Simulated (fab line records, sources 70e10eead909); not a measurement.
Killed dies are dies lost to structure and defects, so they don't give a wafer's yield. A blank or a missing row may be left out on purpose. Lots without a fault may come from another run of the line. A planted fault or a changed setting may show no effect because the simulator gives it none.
Problem report in the 8D (eight disciplines) form, filled by code | flow nand_harc | the parts of the form that need people (team, actions taken, sign-off) are left out

1. THE PROBLEM
thk_nm at NHARC_A_ONON_D1_THK_MEAS_27 reads a mean of 1470 nm on 5 wafers of 3 lots; wafers without a fault read 1002 nm with a standard deviation of 9.8. That is +48 standard deviations from the usual mean.
The step: measures by ellipsometry.
First seen on wafer L924.4, day 11 05:32, on film_metro-02. The record holds 42 wafers of 15 lots with a number at this step. Rule for "out", or "out of limits": more than 4 standard deviations from the usual mean. The other wafers with a number count as sound.

2. WHAT IT IS AND WHAT IT IS NOT
question                    | is                                     | is not
which readings at this step | thk_nm                                 | -
which lots                  | L923, L924, L926                       | L911, L912, L913, L914, L915, L916, L927, L928, L931, L932, L933, L934
which wafers of those lots  | L923.4, L923.5, L924.4, L924.5, L926.5 | L926.3
read on which gauges        | film_metro-01, film_metro-02           | -
when                        | from day 11 05:32                      | up to then (18 sound wafers); but 19 sound wafers of L926, L927, L928, L931, L932, L933, L934 came after

3. SUSPECTS, AND WHAT RULES EACH OUT
Counting: a tool at a process step up to the reading stays a suspect if it ran every lot that is out. Sound lots after the first of them don't rule it out here, since some wafers of a struck lot are sound.
- the gauge at NHARC_A_ONON_D1_THK_MEAS_27: ruled out. The wafers that are out were read on 2 gauges (film_metro-01, film_metro-02).
- pecvd_onon-02 at NHARC_A_ONON_D1_DEP_25 (target thk 1000 nm): kept. It ran every lot that is out, first L924 (day 11 05:13); its last sound lot up to then is L913 (day 8 16:52).
Left after counting: pecvd_onon-02 at NHARC_A_ONON_D1_DEP_25.

4. THE CAUSE (what the simulator had put in)
Process parameter drift: pecvd_onon-02, from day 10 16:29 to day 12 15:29, at NHARC_A_ONON_D1_DEP_25. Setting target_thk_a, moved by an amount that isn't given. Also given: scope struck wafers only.
Counting left only this tool.

5. THE CHAIN OF EFFECTS, in route order
Each row: a reading whose mean over the struck wafers that have a number lies more than 3 standard deviations from the usual. Only readings for which the record gives a usual standard deviation are gone through. hours: the time from each lot's start at the first step in this table that gives one to its start at this step, as a median over the lots. sigmas: the change in usual standard deviations.
hours | step                        | reading         | usual   | on struck wafers | change | sigmas
0     | NHARC_A_ONON_D1_THK_MEAS_27 | thk_nm          | 1002 nm | 1470             | +468   | +48
263   | NHARC_END_SORT_01           | killed_at_array | 26      | 673              | +647   | +67
263   | NHARC_END_SORT_01           | killed_dies     | 31      | 677              | +646   | +65

6. WHAT WOULD HAVE CAUGHT IT SOONER
In this record the first reading out of limits at a measuring or inspecting step was taken at day 11 05:32, 13 hours after the fault began at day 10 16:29.
Of the lots that are out (3), L923, L926 began NHARC_A_ONON_D1_DEP_25 on pecvd_onon-02 after day 11 05:32. A hold on the tool at that time would have spared those 2.
